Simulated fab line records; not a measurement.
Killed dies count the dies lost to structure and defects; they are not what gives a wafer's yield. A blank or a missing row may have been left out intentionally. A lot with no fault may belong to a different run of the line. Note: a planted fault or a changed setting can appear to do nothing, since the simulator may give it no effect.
Split-lot study / flow n5_finfet / route with 1938 steps; 7 lots, 21 wafers read

== ABOUT THE SPLIT ==
At N5_FIN_SAQP_ETCH_52 (etches SOC in N2/H2, target depth 100 nm, overetch 20 nm, time 150 s), the setting source_w was moved away from the recipe's 840 W on 7 of the 21 wafers read, by -15.7% to +17.6%. For the rest of the wafers, this setting stayed at what the recipe calls for.

The reading comes from the split's own step.

== THE READING ==
rf_vpp_V, in V, at N5_FIN_SAQP_ETCH_52 (etches SOC in N2/H2, target depth 100 nm, overetch 20 nm, time 150 s). Typical for fault-free wafers on this fab line: 523.6 V, with standard deviation 2.4 V.

wafer=L077.2; tool, chamber at the split=rie_diel-04, 0; source_w as run, W=840; against the recipe=recipe; rf_vpp_V, V=524.7; against lot-mates on the recipe=-
wafer=L077.4; tool, chamber at the split=rie_diel-04, 2; source_w as run, W=958; against the recipe=+14.0%; rf_vpp_V, V=501.0; against lot-mates on the recipe=-23.7
wafer=L077.5; tool, chamber at the split=rie_diel-04, 0; source_w as run, W=958; against the recipe=+14.0%; rf_vpp_V, V=501.8; against lot-mates on the recipe=-22.9
wafer=L078.1; tool, chamber at the split=rie_diel-03, 1; source_w as run, W=840; against the recipe=recipe; rf_vpp_V, V=527.4; against lot-mates on the recipe=-
wafer=L078.2; tool, chamber at the split=rie_diel-03, 2; source_w as run, W=709.5; against the recipe=-15.5%; rf_vpp_V, V=549.4; against lot-mates on the recipe=+22.4
wafer=L078.3; tool, chamber at the split=rie_diel-03, 0; source_w as run, W=840; against the recipe=recipe; rf_vpp_V, V=526.7; against lot-mates on the recipe=-
wafer=L079.2; tool, chamber at the split=rie_diel-04, 1; source_w as run, W=840; against the recipe=recipe; rf_vpp_V, V=521.4; against lot-mates on the recipe=-
wafer=L079.3; tool, chamber at the split=rie_diel-04, 0; source_w as run, W=840; against the recipe=recipe; rf_vpp_V, V=524.6; against lot-mates on the recipe=-
wafer=L079.6; tool, chamber at the split=rie_diel-04, 1; source_w as run, W=707.7; against the recipe=-15.7%; rf_vpp_V, V=549.0; against lot-mates on the recipe=+26.0
wafer=L081.3; tool, chamber at the split=rie_diel-01, 3; source_w as run, W=964.9; against the recipe=+14.9%; rf_vpp_V, V=498.7; against lot-mates on the recipe=-25.6
wafer=L081.5; tool, chamber at the split=rie_diel-01, 3; source_w as run, W=840; against the recipe=recipe; rf_vpp_V, V=522.5; against lot-mates on the recipe=-
wafer=L081.6; tool, chamber at the split=rie_diel-01, 0; source_w as run, W=840; against the recipe=recipe; rf_vpp_V, V=526.0; against lot-mates on the recipe=-
wafer=L093.1; tool, chamber at the split=rie_diel-01, 3; source_w as run, W=974.5; against the recipe=+16.0%; rf_vpp_V, V=497.7; against lot-mates on the recipe=-24.2
wafer=L093.3; tool, chamber at the split=rie_diel-01, 2; source_w as run, W=840; against the recipe=recipe; rf_vpp_V, V=520.6; against lot-mates on the recipe=-
wafer=L093.5; tool, chamber at the split=rie_diel-01, 3; source_w as run, W=840; against the recipe=recipe; rf_vpp_V, V=523.1; against lot-mates on the recipe=-
wafer=L095.1; tool, chamber at the split=rie_diel-01, 0; source_w as run, W=840; against the recipe=recipe; rf_vpp_V, V=525.6; against lot-mates on the recipe=-
wafer=L095.2; tool, chamber at the split=rie_diel-01, 3; source_w as run, W=840; against the recipe=recipe; rf_vpp_V, V=521.8; against lot-mates on the recipe=-
wafer=L095.5; tool, chamber at the split=rie_diel-01, 3; source_w as run, W=840; against the recipe=recipe; rf_vpp_V, V=522.8; against lot-mates on the recipe=-
wafer=L096.1; tool, chamber at the split=rie_diel-01, 2; source_w as run, W=840; against the recipe=recipe; rf_vpp_V, V=521.8; against lot-mates on the recipe=-
wafer=L096.2; tool, chamber at the split=rie_diel-01, 0; source_w as run, W=840; against the recipe=recipe; rf_vpp_V, V=526.3; against lot-mates on the recipe=-
wafer=L096.5; tool, chamber at the split=rie_diel-01, 3; source_w as run, W=987.8; against the recipe=+17.6%; rf_vpp_V, V=495.2; against lot-mates on the recipe=-28.8

THE FIT
A straight line over all 21 wafers: rf_vpp_V changes by -1.63 V for each +1% of source_w; r = -0.99; the points scatter about the line by 1.9 V.
The same after taking each lot's own level away (the mean of its wafers on the recipe; 21 wafers): -1.6 V for each +1%; r = -0.99; scatter 1.6 V.
On that fit, the largest move of source_w shifts the reading by 28 V.
Measured against the standard deviation above, the lots' own levels, which go from 521.85 to 527.05 V, span 2.2 times it.
The two slopes are in agreement: the lot-to-lot level therefore moves the slope only a little.
Check: -28.3 V against its lot-mates is what the line predicts for one of the wafers moved furthest among these (+17.6%) when that wafer is left out of the fit. Against them it came out at -28.8 V.
Tool readings at the split's step, against how far the setting was moved: rf_vpp_V r = -0.99.

== THE OTHER SPLITS THESE WAFERS WENT THROUGH ==
Note: prior to the reading, these wafers also went through further splits. Each is held against what the fit with the lots' levels taken away leaves over:
other split on the same wafers=N5_WELL_APT_PEB_06 peb_time_s; wafers away from the commonest value=7; r with rf_vpp_V (lot level and that fit taken away)=+0.04
other split on the same wafers=N5_WELL_APT_DEVELOP_07 develop_time_s; wafers away from the commonest value=9; r with rf_vpp_V (lot level and that fit taken away)=-0.15
other split on the same wafers=N5_PMOS_HMC_CHANNEL_EPI_HM_DEP_34 time_s; wafers away from the commonest value=8; r with rf_vpp_V (lot level and that fit taken away)=-0.37
other split on the same wafers=N5_PMOS_HMC_CHANNEL_EPI_COAT_03 spin_rpm; wafers away from the commonest value=6; r with rf_vpp_V (lot level and that fit taken away)=-0.19
other split on the same wafers=N5_FIN_SAQP_PEB_14 peb_time_s; wafers away from the commonest value=10; r with rf_vpp_V (lot level and that fit taken away)=+0.03

== THE WHOLE CHAIN: every reading that the file lists as answering this split, in the file's order ==
step=N5_FIN_SAQP_ETCH_52; what it does=etches SOC in N2/H2, target depth 100 nm, overetch 20 nm, time 150 s; reading=rf_vpp_V; change (the file's fit)=-1.6 V for each +1% of the setting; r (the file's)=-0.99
step=N5_FIN_SAQP_ETCH_52; what it does=etches SOC in N2/H2, target depth 100 nm, overetch 20 nm, time 150 s; reading=SiARC_of_FIN_SAQP_COAT_50.thk_nm (the simulator's own value, which no gauge read); change (the file's fit)=-0.0331 nm for each +1% of the setting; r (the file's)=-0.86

== FILE'S OWN FIT ==
rf_vpp_V changes by -1.6 V for each +1% of source_w, r = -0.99.
